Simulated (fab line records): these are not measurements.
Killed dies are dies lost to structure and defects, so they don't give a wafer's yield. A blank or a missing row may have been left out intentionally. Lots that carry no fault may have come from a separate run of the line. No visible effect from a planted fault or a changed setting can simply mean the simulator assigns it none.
A struck lot beside a sound one    flow n5Finfet    15 out of 1938 route steps
Sound: wafers L352.4, L352.5, L352.6. Struck: wafer L356.1 (left out: L356.5, a lot-mate that was not struck); the cause follows at the end.
For every step that has rows: the tool of each side, followed by ch and its chambers, followed by its first start. Under that, the readings that differ: sound wafers    struck wafers    difference of the means    sigmas: that difference in standard deviations of wafers without a fault.
alike: words and numbers the same on both sides, and readings whose means are apart by under 2 such deviations; not compared: readings that were withheld, readings missing a value for some wafer, numbers with overlapping values and no deviation given by the record, and bounds like >300 which may hide the same value.
Wherever a step has rows on one side only, a row that says differs or no value, or a row with sigmas, the two part there. Non-overlapping numbers with no deviation appear without sigmas and do not part them. Lack of a reading on every wafer of one side parts them only where that side has two or more wafers.

N5_FIN_SAQP_ETCH_34: etches SiO2 in C4F6/O2, target depth 45 nm, time 15 s.
  sound on rieDiel-04 ch 2,3, day 3 19:52; struck on rieDiel-01 ch 0, day 4 22:34
reading     sound        struck  difference  sigmas
rfVppV (V)  678 680 669  648     -28         -2
  alike: drypumpMotorCurrentA, etchRfOnTimeS, oesProductAu, showerheadPlenumPTorr, throttleValvePct
  not compared: rfHoursCounterH
N5_FIN_SAQP_STRIP_77: strips in N2/H2, time 90 s.
  sound on rieDiel-04 ch 2,3, day 3 19:54; struck on rieDiel-01 ch 0, day 4 22:35
  alike: biasPowerW, drypumpMotorCurrentA, oesProductAu, rfVppV, showerheadPlenumPTorr, throttleValvePct
  not compared: rfHoursCounterH
N5_FIN_SAQP_HM_CD_35: target cd 8 nm.
  sound on cdSem-01, day 3 20:02; struck on cdSem-03, day 4 22:43
  alike: cdNm
N5_FIN_SAQP_ETCH_64: etches SiO2 in CF4, target depth 1.5 nm.
  sound on rieSi-01 ch 0,1,3, day 3 20:04; struck on rieSi-02 ch 0, day 4 22:46
  alike: drypumpMotorCurrentA, oesProductAu, throttleValvePct
  not compared: rfHoursCounterH
N5_FIN_SAQP_FIN_ETCH_36: etches the open film in HBr/Cl2/O2, target depth 120 nm, time 50.4 s.
  sound on rieSi-01 ch 0,1,3, day 3 20:05; struck on rieSi-02 ch 0, day 4 22:47
reading               sound              struck  difference  sigmas
throttleValvePct (%)  35.77 36.05 36.26  36.69   +0.66       +3
  alike: drypumpMotorCurrentA, oesProductAu
  not compared: rfHoursCounterH
N5_FIN_SAQP_CD_MEAS_37: target cd 8 nm.
  sound on cdSem-02, day 3 20:13; struck on cdSem-02, day 4 22:54
  alike: cdNm
then, 3 steps without rows for these wafers: N5_FIN_SAQP_PRECLEAN_38 (cleans in O3/DIW, time 45 s); N5_FIN_SAQP_PRECLEAN_45 (cleans in dHF, time 10 s); N5_FIN_SAQP_SRD_39 (time 30 s).
N5_FIN_SAQP_OCD_MEAS_76:
  sound on ocd-01, day 3 20:19; struck on ocd-02, day 4 23:00
  alike: trenchDepthNm
N5_FIN_SAQP_INSPECT_40: inspects for defects (brightfield).
  sound on defectInspect-01, day 3 20:20; struck on defectInspect-02, day 4 23:02
  alike: rawDefectCount
then, 1 step without rows for these wafers: N5_FIN_CUT_COAT_18 (time 60 s, resist thk 230 nm).
N5_FIN_CUT_COAT_19: time 60 s, resist thk 20 nm.
  sound on lithoTrack-04 ch 0, day 3 20:22; struck on lithoTrack-04 ch 0, day 4 23:04
reading                sound              struck  difference  sigmas
heaterPowerTotalW (W)  427.4 430.1 429.6  482.1   +53.1       +24
runLengthS (s)         66.19 66.36 66.21  54.94   -11.31      -87
then, 1 step without rows for these wafers: N5_FIN_CUT_COAT_29 (time 60 s, resist thk 10 nm).
-- record jumps: 6 days separate the struck wafers' starts on either side; left off in module FIN_CUT, taken up again in module BEOL_M4, whose first shown step is the route's number 1111 --
N5_BEOL_M4_RC_MEAS_101:
  sound on prober-02 ch 0, day 9 19:56; struck on prober-01 ch 0, day 11 00:08
  alike: DIBL_N, DIBL_P, IOFF_N, IOFF_P, ION_N, ION_P, SS_N, SS_P, VT_N, VT_P

== WHERE THEY PART ==
At N5_FIN_SAQP_ETCH_34 first; at N5_FIN_CUT_COAT_19 last (within this record only). Later steps at which nothing parts them and some readings are alike: N5_BEOL_M4_RC_MEAS_101.

WHY: what had been put in by the simulator
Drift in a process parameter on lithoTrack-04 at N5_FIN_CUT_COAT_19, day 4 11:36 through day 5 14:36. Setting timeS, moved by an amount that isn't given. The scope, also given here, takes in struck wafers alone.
